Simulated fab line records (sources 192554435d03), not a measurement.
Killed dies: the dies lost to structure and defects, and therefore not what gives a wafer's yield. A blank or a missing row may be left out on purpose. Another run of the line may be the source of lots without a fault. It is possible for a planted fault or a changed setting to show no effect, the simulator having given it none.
Split-lot experiment    flow n5Finfet    route with 1938 steps; 7 lots, 21 wafers read

== ON THE SPLIT ==
At N5_BEOL_M0_ETCH_109 (etches SiCN in CH3F/O2, target depth 8 nm, overetch 2.4 nm, time 27.4 s), the setting biasW was moved away from the recipe's 75 W on 6 of the 21 wafers read, by -14.3% to +9.8%. For the rest of the wafers, this setting stayed at what the recipe calls for.

The split's own step is where the reading is taken.

== THE READING ==
rfVppV, in V, at N5_BEOL_M0_ETCH_109 (etches SiCN in CH3F/O2, target depth 8 nm, overetch 2.4 nm, time 27.4 s). On this fab line, fault-free wafers typically give 297.2 V with a standard deviation of 1.4 V.

wafer   tool, chamber at the split  biasW as run, W  against the recipe  rfVppV, V  against lot-mates on the recipe
L078.2  rieDiel-01, 3               75               recipe              296.0      -
L078.4  rieDiel-01, 1               64.29            -14.3%              272.7      -23.3
L078.5  rieDiel-01, 3               64.29            -14.3%              268.3      -27.7
L080.2  rieDiel-04, 3               75               recipe              299.3      -
L080.3  rieDiel-04, 0               71.55            -4.6%               289.1      -9.8
L080.4  rieDiel-04, 2               75               recipe              298.5      -
L083.1  rieDiel-01, 3               75               recipe              296.9      -
L083.3  rieDiel-01, 1               75               recipe              299.3      -
L083.6  rieDiel-01, 0               75               recipe              296.6      -
L086.1  rieDiel-05, 3               75               recipe              296.0      -
L086.5  rieDiel-05, 0               75               recipe              298.8      -
L086.6  rieDiel-05, 3               75               recipe              295.3      -
L089.1  rieDiel-05, 1               82.36            +9.8%               314.2      +15.5
L089.3  rieDiel-05, 0               75               recipe              298.7      -
L089.6  rieDiel-05, 3               82.36            +9.8%               314.0      +15.3
L092.2  rieDiel-05, 2               75               recipe              297.9      -
L092.3  rieDiel-05, 0               75               recipe              298.1      -
L092.6  rieDiel-05, 2               75               recipe              296.3      -
L094.2  rieDiel-04, 2               75               recipe              297.0      -
L094.4  rieDiel-04, 3               75               recipe              298.1      -
L094.6  rieDiel-04, 2               81.52            +8.7%               312.3      +14.8

FIT RESULTS
A straight line over all 21 wafers: rfVppV changes by +1.81 V for each +1% of biasW; r = +0.99; the points scatter about the line by 1.4 V.
The same after taking each lot's own level away (the mean of its wafers on the recipe; 21 wafers): +1.72 V for each +1%; r = +0.99; scatter 1.3 V.
That fit puts the effect of the largest move of biasW on the reading at 25 V.
From 296.00 to 298.90 V: that is the span of the lots' own levels, equal to 2.1 times the standard deviation above.
The two slopes agree, so the slope changes little with the lot-to-lot level.
Check: -25.8 V against its lot-mates is what the line predicts for one of the wafers moved furthest among these (-14.3%) when that wafer is left out of the fit. Against them it came out at -23.3 V.
Tool readings at the split's step, against how far the setting was moved: rfVppV r = +0.99.

== THE OTHER SPLITS THESE WAFERS WENT THROUGH ==
These wafers also went through other splits before the reading. Each is held against what the fit with the lots' levels taken away leaves over:
other split on the same wafers        wafers away from the commonest value  r with rfVppV (lot level and that fit taken away)
N5_SDB_ETCH_25 timeS                  8                                     +0.25
N5_SDB_ALD_29 aldCycles               4                                     -0.23
N5_HKMG_FIN_EXPOSE_09 doseMj          8                                     +0.04
N5_GATE_CUT_ETCH_58 timeS             11                                    +0.07
N5_MOL_CONTACT_COAG_ETCH_106 sourceW  10                                    +0.08
N5_MOL_CONTACT_COAG_EXPOSE_81 doseMj  6                                     +0.07
N5_BEOL_M0_SAQP_COAT_69 spinRpm       4                                     -0.48
N5_BEOL_M0_SAQP_COAT_87 tempC         8                                     +0.50

== FILE'S OWN FIT ==
rfVppV changes by +1.74 V for each +1% of biasW, r = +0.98.
